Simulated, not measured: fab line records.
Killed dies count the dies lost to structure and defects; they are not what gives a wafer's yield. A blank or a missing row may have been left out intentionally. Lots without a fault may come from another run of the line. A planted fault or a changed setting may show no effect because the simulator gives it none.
Problem report, 8D (eight disciplines) form, completed by code || flow nand-harc || the parts of the form that need people (team, actions taken, sign-off) are left out

== 1. WHAT IS WRONG ==
Wafers without a fault read 57, standard deviation 16; raw-defect-count at NHARC_A_CHANNEL_HOLE_D1_INSPECT_40 reads a mean of 772 on 6 wafers belonging to 2 lots. That puts it +45 standard deviations away from the usual mean.
First observed at day 10 11:28: wafer L293.1, on defect-inspect-02. The record has a number at this step for 30 wafers belonging to 10 lots. The rule behind "out" and "out of limits": a value lying over 4 standard deviations away from the usual mean. Any other wafer with a number is counted as sound.

== 2. WHAT THIS IS AND IS NOT ==
{"question": "which readings at this step", "is": "raw-defect-count", "is not": "-"}
{"question": "which lots", "is": "L288, L293", "is not": "L284, L285, L286, L292, L295, L299, L301, L306"}
{"question": "which wafers of those lots", "is": "all that have a number", "is not": "-"}
{"question": "read on which gauges", "is": "defect-inspect-01, defect-inspect-02", "is not": "-"}
{"question": "when", "is": "from day 10 11:28", "is not": "up to then (9 sound wafers); but 15 sound wafers of L292, L295, L299, L301, L306 came after"}

== 3. THE SUSPECTS, EACH WITH WHAT RULES IT OUT ==
Counting: any tool at a process step up to the reading is kept as a suspect provided that every lot that is out went through it and no sound lot did after the first of them.
- the gauge at NHARC_A_CHANNEL_HOLE_D1_INSPECT_40 has been ruled out. 2 gauges (defect-inspect-01, defect-inspect-02) read the wafers that are out.
- har-etch-01 at NHARC_A_CHANNEL_HOLE_D1_ETCH_22 (etches the open film in C4F8/O2/Ar, time 666.7 s, target depth 1600 nm): kept. It ran every lot that is out, first L293 (day 10 06:37), and no sound lot after that; its last sound lot up to then is L286 (day 9 04:19).
- har-etch-01 at NHARC_A_CHANNEL_HOLE_D1_ETCH_24 (etches the open film in C4F8/O2/Ar, time 906.2 s, target depth 1500 nm): kept. It ran every lot that is out, first L293 (day 10 07:53), and no sound lot after that; its last sound lot up to then is L286 (day 9 05:34).
Left after counting: har-etch-01 at NHARC_A_CHANNEL_HOLE_D1_ETCH_22, har-etch-01 at NHARC_A_CHANNEL_HOLE_D1_ETCH_24.

== 4. THE CAUSE (what the simulator had put in) ==
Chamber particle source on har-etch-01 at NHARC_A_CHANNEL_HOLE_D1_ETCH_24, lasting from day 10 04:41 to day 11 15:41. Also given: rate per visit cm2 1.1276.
Counting leaves 2 suspects; this tool is one of them.

== 5. THE CHAIN OF EFFECTS, in route order ==
Each row: a reading whose mean over the struck wafers that have a number lies more than 3 standard deviations from the usual. Only readings whose record carries a usual standard deviation are examined. hours: median over the lots of the time between each lot's start at the first step of this table that gives one and its start at this step. sigmas: the change, counted in usual standard deviations.
{"hours": 0, "step": "NHARC_A_CHANNEL_HOLE_D1_INSPECT_40", "reading": "raw-defect-count", "usual": 57, "on struck wafers": 772, "change": "+715", "sigmas": "+45"}
{"hours": 273, "step": "NHARC_END_SORT_01", "reading": "killed-at-array", "usual": 26, "on struck wafers": 68, "change": "+42", "sigmas": "+4.2"}
{"hours": 273, "step": "NHARC_END_SORT_01", "reading": "killed-dies", "usual": 30, "on struck wafers": 70, "change": "+40", "sigmas": "+3.7"}

== 6. HOW IT WOULD HAVE BEEN CAUGHT EARLIER ==
7 hours passed between the start of the fault at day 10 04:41 and the first reading out of limits at a measuring or inspecting step in this record, taken at day 10 11:28.
Tool readings at NHARC_A_CHANNEL_HOLE_D1_ETCH_24 with a usual standard deviation given in the record: none out on any struck wafer, hence no alarm at a limit of 4 standard deviations on them.
Of the lots that are out (2), L288 began NHARC_A_CHANNEL_HOLE_D1_ETCH_24 on har-etch-01 after day 10 11:28. A tool hold placed at that time would have kept it from harm.
